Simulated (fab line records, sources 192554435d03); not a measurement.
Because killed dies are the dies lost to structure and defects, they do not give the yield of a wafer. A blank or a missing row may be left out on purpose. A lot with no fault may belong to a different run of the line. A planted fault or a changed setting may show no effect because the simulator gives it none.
Matching of chambers ; flow n5Finfet ; aldSin-03 running N5_MOL_CONTACT_COAG_ALD_123: 4 sister chambers
The step deposits SiNx, target thk 5 nm, pulse time 1 s, purge time 2 s. 8 wafers are shown with their chamber, then 7 later ones without.

== EACH WAFER AND ITS CHAMBER ==
wafer;chamber;heaterPowerW (W);precursorPulseHeightRel
L087.2;1;859;1.008
L087.4;0;764;1.008
L087.5;0;784;0.996
L090.1;3;947;1.018
L090.2;1;858;1.004
L090.3;2;720;0.990
L091.2;2;729;1.000
L091.4;3;964;1.018

== WAFERS WHOSE CHAMBER IS MISSING ==
wafer;heaterPowerW (W);precursorPulseHeightRel
L091.6;882;1.045
L094.3;934;0.950
L094.4;761;1.003
L094.6;869;0.996
L095.4;879;1.011
L095.5;749;1.006
L095.6;866;0.986

== WHICH CHAMBER EACH WENT THROUGH ==
wafer;from the rows above;in truth
L091.6;can't be placed: 1 or 3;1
L094.3;can't be placed: 3 or 1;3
L094.4;0;0
L094.6;1;1
L095.4;1;1
L095.5;can't be placed: 0 or 2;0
L095.6;1;1
Correctly placed: 4 of 7. These rows do not allow placing 3 (true chamber among the candidates in 3). 0 placed wrongly.
How it was worked out, from the rows above alone: a wafer's distance from a chamber is the root of the sum, over the readings, of the square of ((its reading less the chamber's mean) divided by the reading's scatter). The wafer belongs to the nearest chamber; if the next one is less than 2 further off, it can't be placed. The mean given for a chamber averages the wafers shown for that chamber. How the scatter is found: for the shown wafers, subtract from each reading the mean of its chamber, square and add these, divide the total by (wafers less chambers), then take the root.
